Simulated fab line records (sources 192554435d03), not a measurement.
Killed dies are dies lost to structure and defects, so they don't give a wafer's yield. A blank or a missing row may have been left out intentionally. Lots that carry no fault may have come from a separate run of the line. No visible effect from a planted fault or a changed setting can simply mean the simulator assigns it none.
Struck lot and sound lot, side by side -- flow n5Finfet -- 16 out of 1938 route steps
Sound: these wafers, L940.4, L940.5, L940.6. Struck: wafer L928.1. (L928.2, L928.4 of the same lot were not struck and are left out.) The cause comes at the end.
Each step with rows lists, per side, the tool, then ch with its chambers, then its first start. Under that, the readings that differ: sound wafers -- struck wafers -- difference of the means -- sigmas: that difference in standard deviations of wafers without a fault.
alike: a reading whose means differ by less than 2 such deviations, as well as words and numbers matching on both sides. not compared: withheld readings; readings where some wafer has no value; bounds like >300 that might hide an equal value; numbers whose values overlap and for which the record gives no deviation.
Wherever a step has rows on one side only, a row that says differs or no value, or a row with sigmas, the two part there. Non-overlapping numbers with no deviation appear without sigmas and do not part them. A reading missing from all wafers of one side parts the sides only when that side holds two or more wafers.

first, 2 steps without rows for these wafers: N5_BEOL_M1_DESCUM_33 (chemistry O2, time 7 s); N5_BEOL_M1_ETCH_77 (etches underlayer in N2/H2, target depth 6.5 nm, time 5.2 s).
N5_BEOL_M1_ETCH_69: etches SiARC in CF4, target depth 15.6 nm, time 26 s.
  sound on rieDiel-03 ch 0,1, day 11 17:15; struck on rieDiel-03 ch 0, day 8 09:37
  alike: drypumpMotorCurrentA, etchRfOnTimeS, oesProductAu, rfVppV, showerheadPlenumPTorr, throttleValvePct
  not compared: rfHoursCounterH
N5_BEOL_M1_ALD_98: deposits SiO2, target thk 2.5 nm, pulse time 1 s, co reactant pulse time 1 s.
  sound on aldSin-01 ch 0,3, day 11 17:20; struck on aldSin-01 ch 1, day 8 09:42
reading,sound,struck,difference,sigmas
precursorPulseHeightRel,1.041 1.003 0.992,0.961,-0.051,-3
  alike: chamberPressureTorr, heaterPowerW, susceptorTempC
then, 1 step without rows for these wafers: N5_BEOL_M1_ETCHBACK_99 (etches SiO2 in CHF3, target depth 5 nm, time 10.4 s).
N5_BEOL_M1_ETCH_70: etches SOC in N2/H2, target depth 80 nm, overetch 16 nm, time 120 s.
  sound on rieDiel-03 ch 1,2,3, day 12 02:01; struck on rieDiel-02 ch 2, day 9 01:45
reading,sound,struck,difference,sigmas
rfVppV (V),527.3 523.9 525.3,520.3,-5.2,-3
showerheadPlenumPTorr (Torr),2.63 2.50 2.60,2.39,-0.19,-3
  alike: drypumpMotorCurrentA, oesProductAu, throttleValvePct
  not compared: rfHoursCounterH
then, 2 steps without rows for these wafers: N5_BEOL_M1_STRIP_71 (strips in N2/H2); N5_BEOL_M1_STRIP_78 (strips in N2/H2).
N5_BEOL_M1_VIA_ETCH_34: etches the open film in C4F6/O2, target depth 67.8 nm, time 64.4 s.
  sound on rieDiel-03 ch 1,2,3, day 12 02:07; struck on rieDiel-02 ch 2, day 9 01:51
reading,sound,struck,difference,sigmas
showerheadPlenumPTorr (Torr),2.99 2.82 2.93,2.73,-0.18,-2
  alike: drypumpMotorCurrentA, oesProductAu, rfVppV, throttleValvePct
  not compared: rfHoursCounterH
then, 2 steps without rows for these wafers: N5_BEOL_M1_STRIP_83 (strips in C4F6/O2); N5_BEOL_M1_STRIP_36 (strips in N2/H2).
N5_BEOL_M1_TRENCH_ETCH_37: etches SiOC in C4F6/O2, target depth 55.207 nm, time 29 s.
  sound on rieDiel-03 ch 1,2,3; struck on rieDiel-02 ch 2
reading,sound,struck,difference,sigmas
rfVppV (V),682 670 668,656,-17,-2
showerheadPlenumPTorr (Torr),2.99 2.83 2.94,2.73,-0.19,-3
  alike: drypumpMotorCurrentA, oesProductAu, throttleValvePct
  not compared: rfHoursCounterH
N5_BEOL_M1_ETCH_41: etches SiCN in CH3F/O2, target depth 31.9 nm, time 57.8 s.
  sound on rieDiel-03 ch 1,2,3, day 12 02:15; struck on rieDiel-02 ch 2, day 9 01:59
reading,sound,struck,difference,sigmas
showerheadPlenumPTorr (Torr),2.10 1.99 2.06,1.91,-0.14,-3
model.etch.depthNm (nm),21.34 22.64 22.14,31.29,+9.25,
  alike: drypumpMotorCurrentA, oesProductAu, rfVppV, throttleValvePct
  not compared: rfHoursCounterH
then, 1 step without rows for these wafers: N5_BEOL_M1_STRIP_97 (strips in N2/H2, time 10 s).
N5_BEOL_M4_RC_MEAS_101:
  sound on prober-02 ch 0, day 14 05:05; struck on prober-01 ch 0, day 10 19:35
  alike: DIBL_N, DIBL_P, IOFF_N, IOFF_P, ION_N, ION_P, SS_N, SS_P, VT_N, VT_P
following that, these wafers have no rows for 1 step: N5_PASSIVATION_PROBE_49.

== WHERE THEY PART ==
At N5_BEOL_M1_ALD_98 first; at N5_BEOL_M1_ETCH_41 last (within this record only). Later steps at which nothing parts them and some readings are alike: N5_BEOL_M4_RC_MEAS_101.

WHY: what the simulator had put in
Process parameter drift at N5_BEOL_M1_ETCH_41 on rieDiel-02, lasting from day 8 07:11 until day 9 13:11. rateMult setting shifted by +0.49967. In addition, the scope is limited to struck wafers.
